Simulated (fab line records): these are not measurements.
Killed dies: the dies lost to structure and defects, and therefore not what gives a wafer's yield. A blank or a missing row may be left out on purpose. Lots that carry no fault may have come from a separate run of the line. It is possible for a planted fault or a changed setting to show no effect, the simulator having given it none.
A struck lot beside a sound one | flow n5 finfet | 37 out of 1938 route steps
Sound: wafers L230.1, L230.2, L230.6. Struck: wafers L243.1, L243.2. (L243.6 of the same lot was not struck and is left out.) The cause comes at the end.
For every step that has rows: the tool of each side, followed by ch and its chambers, followed by its first start. Under that, the readings that differ: sound wafers | struck wafers | difference of the means | sigmas: that difference in standard deviations of wafers without a fault.
alike: words and numbers the same on both sides, and readings whose means are apart by under 2 such deviations; not compared: readings that were withheld, readings missing a value for some wafer, numbers with overlapping values and no deviation given by the record, and bounds like >300 which may hide the same value.
A row with sigmas, a row that says differs or no value, or rows on one side alone: a step with any of these is where the two part. Numbers that have no deviation but don't overlap get no sigmas and don't part them. Lack of a reading on every wafer of one side parts them only where that side has two or more wafers.

first, 8 steps without rows for these wafers: N5_BEOL_M0_ANNEAL_119 (time 90 s); N5_BEOL_M0_CMP_120 (polishes, stops on SiOC, t overpolish 6.9 s); N5_BEOL_M0_PRE_CLEAN_131 (time 15 s); N5_BEOL_M0_CO_CAP_123 (material Co, precursor CCTBA/H2, target thk 2 nm, time 102.1 s); N5_BEOL_M0_PRE_CLEAN_124 (time 15 s); N5_BEOL_M0_DEP_125 (deposits SiCN from 3MS/NH3, target thk 8 nm, time 14 s); N5_BEOL_M1_ILD_DEP_00 (deposits SiOC from DEMS/O2, target thk 79 nm, time 15.3 s); N5_BEOL_M1_PECVD_72 (deposits SiO2 from TEOS/O2, target thk 16 nm, time 18 s).
N5_BEOL_M1_HM_DEP_02: deposits TiN, target thk 20 nm.
  sound on pvd sputter-03, day 7 13:22; struck on pvd sputter-03, day 9 11:25
  reading                                    | sound        | struck    | difference | sigmas
  model.TiN_of_BEOL_M1_HM_DEP_02.thk nm (nm) | 19.8 19.8 20 | 13.8 13.8 | -6.1       |
  alike: throttle valve pct
then, 16 steps without rows for these wafers: N5_BEOL_M1_COAT_61 (time 60 s, resist thk 60 nm); N5_BEOL_M1_COAT_62 (time 60 s, resist thk 12 nm); N5_BEOL_M1_COAT_73 (time 60 s, resist thk 5 nm); N5_BEOL_M1_COAT_05 (resist thk 30 nm); N5_BEOL_M1_EBR_07; N5_BEOL_M1_SOFTBAKE_06 (time 60 s); N5_BEOL_M1_EXPOSE_08 (exposes mask M1); N5_BEOL_M1_PEB_09 (peb time 60 s); N5_BEOL_M1_DEVELOP_10 (develop time 30 s); N5_BEOL_M1_DESCUM_16 (chemistry O2, time 7 s); N5_BEOL_M1_ETCH_74 (etches underlayer in N2/H2, target depth 6.5 nm, time 5.2 s); N5_BEOL_M1_ETCH_63 (etches SiARC in CF4, target depth 15.6 nm, time 26 s); N5_BEOL_M1_ETCH_64 (etches SOC in N2/H2, target depth 75 nm, overetch 15 nm, time 112.5 s); N5_BEOL_M1_STRIP_65 (strips in N2/H2); N5_BEOL_M1_STRIP_75 (strips in N2/H2); N5_BEOL_M1_STRIP_66 (strips in CF4).
N5_BEOL_M1_HM_OPEN_17: chemistry Cl2/BCl3, target TiN, target depth 20 nm, overetch 6 nm.
  sound on rie metal-01 ch 0,1, day 7 14:11; struck on rie metal-01 ch 0,1, day 9 12:10
  reading                  | sound             | struck      | difference | sigmas
  mfc cl2 sccm (sccm)      | 53.43 53.20 53.32 | 53.27 52.68 | -0.34      | -2
  model.etch.depth nm (nm) | 19.73 19.75 20    | 13.79 13.89 | -5.99      |
  alike: drypump motor current A, oes product au, throttle valve pct
  not compared: rf hours counter h
then, 8 steps without rows for these wafers: N5_BEOL_M1_STRIP_19 (strips in O2); N5_BEOL_M1_COAT_67 (time 60 s, resist thk 60 nm); N5_BEOL_M1_COAT_68 (time 60 s, resist thk 12 nm); N5_BEOL_M1_COAT_76 (time 60 s, resist thk 5 nm); N5_BEOL_M1_COAT_22 (resist thk 30 nm); N5_BEOL_M1_EBR_24; N5_BEOL_M1_SOFTBAKE_23 (time 60 s); N5_BEOL_M1_EXPOSE_25 (exposes mask V0, defocus 5 nm, target cd 24 nm).
N5_BEOL_M1_TRENCH_ETCH_37: etches SiOC in C4F6/O2, target depth 55.207 nm, time 29 s.
  sound: rie diel-04 ch 2,3; struck: rie diel-02 ch 0,1
  reading                                    | sound          | struck    | difference | sigmas
  model.TiN_of_BEOL_M1_HM_DEP_02.thk nm (nm) | 17.4 17.4 17.8 | 11.6 11.6 | -5.9       |
  alike: drypump motor current A, oes_o_777_au, oes product au, rf vpp V, showerhead plenum p Torr, throttle valve pct
  not compared: rf hours counter h
-- here the record skips 3 days between the struck wafers' starts before and after, leaving off in module BEOL_M1 and picking up in module BEOL_M4 (first step shown: number 1111 of the route) --
N5_BEOL_M4_RC_MEAS_101:
  sound on prober-02 ch 0, day 9 07:47; struck on prober-01 ch 0, day 12 11:30
  reading        | sound             | struck      | difference | sigmas
  DIBL_N (mV/V)  | 35.3 35.4 32.9    | 38.2 39.2   | +4.2       | +2
  IOFF_N (nA/um) | 0.144 0.151 0.115 | 0.191 0.219 | +0.068     | +3
  IOFF_P (nA/um) | 0.17 0.18 0.15    | 0.24 0.26   | +0.08      | +3
  alike: DIBL_P, ION_N, ION_P, SS_N, SS_P, VT_N, VT_P
N5_PASSIVATION_PROBE_49:
  the record holds rows for the sound wafers here (prober-01, day 14 03:05) but none for the struck ones

## WHERE THEY PART
Earliest at N5_BEOL_M1_HM_OPEN_17; latest, in this record, at N5_PASSIVATION_PROBE_49.

WHY: what had been put in by the simulator
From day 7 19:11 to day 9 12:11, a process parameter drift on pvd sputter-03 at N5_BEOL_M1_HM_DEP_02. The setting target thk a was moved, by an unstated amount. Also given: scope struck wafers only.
